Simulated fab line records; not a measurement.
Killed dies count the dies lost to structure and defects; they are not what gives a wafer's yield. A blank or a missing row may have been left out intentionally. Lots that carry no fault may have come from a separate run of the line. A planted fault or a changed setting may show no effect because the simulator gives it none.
Which tool is to blame? / flow n5 finfet / 32 wafers from 12 lots sampled at 2 of the route's 1938 steps

WHAT THE GAUGES READ, wafer by wafer
N5_BEOL_M11_CD_MEAS_35 targets a cd of 70 nm.
lot=L534; measured=day 10 18:57; on=cd sem-03; cd nm (nm)=69.6 69.6 68.5
lot=L535; measured=day 11 01:30; on=cd sem-02; cd nm (nm)=69.8 69.8 68.8
lot=L538; measured=day 11 09:46; on=cd sem-02; cd nm (nm)=69.5 69.8 69.1
lot=L536; measured=day 11 10:15; on=cd sem-02; cd nm (nm)=69.5 70.0
lot=L537; measured=day 11 11:34; on=cd sem-01; cd nm (nm)=69.4 69.6
lot=L543; measured=day 12 21:01; on=cd sem-02; cd nm (nm)=69.7 69.6 69.5
lot=L546; measured=day 14 02:13; on=cd sem-01; cd nm (nm)=69.6 69.8
lot=L547; measured=day 14 23:13; on=cd sem-03; cd nm (nm)=69.6 70.3 70.4
lot=L552; measured=day 15 09:38; on=cd sem-02; cd nm (nm)=69.7 68.9
lot=L551; measured=day 15 21:41; on=cd sem-01; cd nm (nm)=69.6 69.2 70.3
lot=L555; measured=day 16 01:19; on=cd sem-03; cd nm (nm)=70.8 70.6 70.9
lot=L556; measured=day 16 08:16; on=cd sem-01; cd nm (nm)=70.1 70.1 70.2

WHICH TOOL RAN EACH LOT (tool, then ch and the chambers of the sampled wafers, then the start)
lot=L534; N5_BEOL_M11_TRENCH_ETCH_37=rie diel-05 ch 0,3, day 10 18:57 or earlier
lot=L535; N5_BEOL_M11_TRENCH_ETCH_37=rie diel-05 ch 0,1,3, day 11 01:30 or earlier
lot=L538; N5_BEOL_M11_TRENCH_ETCH_37=rie diel-05 ch 1,2, day 11 09:46 or earlier
lot=L536; N5_BEOL_M11_TRENCH_ETCH_37=rie diel-01 ch 0,3, day 11 10:15 or earlier
lot=L537; N5_BEOL_M11_TRENCH_ETCH_37=rie diel-06 ch 2,3, day 11 11:34 or earlier
lot=L543; N5_BEOL_M11_TRENCH_ETCH_37=rie diel-06 ch 0,3, day 12 21:01 or earlier
lot=L546; N5_BEOL_M11_TRENCH_ETCH_37=rie diel-05 ch 1,2, day 14 02:13 or earlier
lot=L547; N5_BEOL_M11_TRENCH_ETCH_37=rie diel-01 ch 0,2,3, day 14 23:13 or earlier
lot=L552; N5_BEOL_M11_TRENCH_ETCH_37=rie diel-05 ch 1,2, day 15 09:38 or earlier
lot=L551; N5_BEOL_M11_TRENCH_ETCH_37=rie diel-05 ch 0,1,2, day 15 21:41 or earlier
lot=L555; N5_BEOL_M11_TRENCH_ETCH_37=rie diel-05 ch 0,2, day 16 01:19 or earlier
lot=L556; N5_BEOL_M11_TRENCH_ETCH_37=rie diel-01 ch 0,3, day 16 08:16 or earlier
- N5_BEOL_M11_TRENCH_ETCH_37: etches SiCOH lowk in C4F6/O2, target depth 148.83 nm, time 48 s.

AS READ BY THE TOOLS THEMSELVES (means over the sampled wafers that have a number; for cases with no such wafer, the mark the record gives instead)
N5_BEOL_M11_TRENCH_ETCH_37.
lot=L534; tool=rie diel-05; O2_flow_sccm (sccm)=9.98; drypump motor current A (A)=5.1; oes_f_703_au (a.u.)=0.75; oes_o_777_au (a.u.)=0.75; oes product au (a.u.)=0.74; rf fwd power W (W)=341.5; rf vpp V (V)=659; showerhead plenum p Torr (Torr)=2.80; throttle valve pct (%)=20.96
lot=L535; tool=rie diel-05; O2_flow_sccm (sccm)=10.01; drypump motor current A (A)=5.2; oes_f_703_au (a.u.)=0.73; oes_o_777_au (a.u.)=0.74; oes product au (a.u.)=0.73; rf fwd power W (W)=340.2; rf vpp V (V)=663; showerhead plenum p Torr (Torr)=2.80; throttle valve pct (%)=21.11
lot=L538; tool=rie diel-05; O2_flow_sccm (sccm)=10.02; drypump motor current A (A)=5.6; oes_f_703_au (a.u.)=0.68; oes_o_777_au (a.u.)=0.69; oes product au (a.u.)=0.70; rf fwd power W (W)=342.7; rf vpp V (V)=679; showerhead plenum p Torr (Torr)=2.84; throttle valve pct (%)=21.38
lot=L536; tool=rie diel-01; O2_flow_sccm (sccm)=10.02; drypump motor current A (A)=5.5; oes_f_703_au (a.u.)=0.76; oes_o_777_au (a.u.)=0.74; oes product au (a.u.)=0.76; rf fwd power W (W)=341.9; rf vpp V (V)=655; showerhead plenum p Torr (Torr)=2.83; throttle valve pct (%)=20.98
lot=L537; tool=rie diel-06; O2_flow_sccm (sccm)=9.98; drypump motor current A (A)=5.9; oes_f_703_au (a.u.)=0.70; oes_o_777_au (a.u.)=0.70; oes product au (a.u.)=0.70; rf fwd power W (W)=341.3; rf vpp V (V)=658; showerhead plenum p Torr (Torr)=2.82; throttle valve pct (%)=21.18
lot=L543; tool=rie diel-06; O2_flow_sccm (sccm)=10.00; drypump motor current A (A)=5.8; oes_f_703_au (a.u.)=0.73; oes_o_777_au (a.u.)=0.74; oes product au (a.u.)=0.72; rf fwd power W (W)=342.7; rf vpp V (V)=654; showerhead plenum p Torr (Torr)=2.79; throttle valve pct (%)=20.99
lot=L546; tool=rie diel-05; O2_flow_sccm (sccm)=10.00; drypump motor current A (A)=5.8; oes_f_703_au (a.u.)=0.68; oes_o_777_au (a.u.)=0.69; oes product au (a.u.)=0.70; rf fwd power W (W)=342.3; rf vpp V (V)=678; showerhead plenum p Torr (Torr)=2.84; throttle valve pct (%)=21.44
lot=L547; tool=rie diel-01; O2_flow_sccm (sccm)=9.99; drypump motor current A (A)=5.7; oes_f_703_au (a.u.)=0.75; oes_o_777_au (a.u.)=0.74; oes product au (a.u.)=0.75; rf fwd power W (W)=340.6; rf vpp V (V)=653; showerhead plenum p Torr (Torr)=2.80; throttle valve pct (%)=21.00
lot=L552; tool=rie diel-05; O2_flow_sccm (sccm)=10.03; drypump motor current A (A)=5.8; oes_f_703_au (a.u.)=0.67; oes_o_777_au (a.u.)=0.68; oes product au (a.u.)=0.69; rf fwd power W (W)=342.0; rf vpp V (V)=678; showerhead plenum p Torr (Torr)=2.83; throttle valve pct (%)=21.44
lot=L551; tool=rie diel-05; O2_flow_sccm (sccm)=10.00; drypump motor current A (A)=5.8; oes_f_703_au (a.u.)=0.70; oes_o_777_au (a.u.)=0.71; oes product au (a.u.)=0.70; rf fwd power W (W)=341.8; rf vpp V (V)=668; showerhead plenum p Torr (Torr)=2.80; throttle valve pct (%)=21.30
lot=L555; tool=rie diel-05; O2_flow_sccm (sccm)=10.01; drypump motor current A (A)=6.0; oes_f_703_au (a.u.)=0.74; oes_o_777_au (a.u.)=0.74; oes product au (a.u.)=0.73; rf fwd power W (W)=343.5; rf vpp V (V)=656; showerhead plenum p Torr (Torr)=2.78; throttle valve pct (%)=21.15
lot=L556; tool=rie diel-01; O2_flow_sccm (sccm)=9.96; drypump motor current A (A)=5.4; oes_f_703_au (a.u.)=0.74; oes_o_777_au (a.u.)=0.73; oes product au (a.u.)=0.74; rf fwd power W (W)=342.2; rf vpp V (V)=650; showerhead plenum p Torr (Torr)=2.83; throttle valve pct (%)=21.02

THE ANSWER, worked out from the rows above alone
Rule: the lots themselves supply what counts as usual. Put in order of their means at a reading, lots are off if they are a third of the lots or fewer, leave a main group of 4 or more, and stand apart from it by a gap of 3 or more times the standard deviation of the main group's means; of several such gaps the widest counts. If all means in a main group match to the digits the tables above print for the reading, that group is not used. A lot without any number at a reading at which 4 lots or more have one is off too. All remaining lots with rows at the step are treated as sound. After the gauges, taken in route order, come the tools' own readings; for these a lot's mean is taken, as printed above. The first step at which some lot is off is used, and at that step the reading that is off furthest; a lot without a number counts as furthest.
Nothing can be told from this: no lot is off at any reading shown.

WHAT THE SIMULATOR HAD INSERTED
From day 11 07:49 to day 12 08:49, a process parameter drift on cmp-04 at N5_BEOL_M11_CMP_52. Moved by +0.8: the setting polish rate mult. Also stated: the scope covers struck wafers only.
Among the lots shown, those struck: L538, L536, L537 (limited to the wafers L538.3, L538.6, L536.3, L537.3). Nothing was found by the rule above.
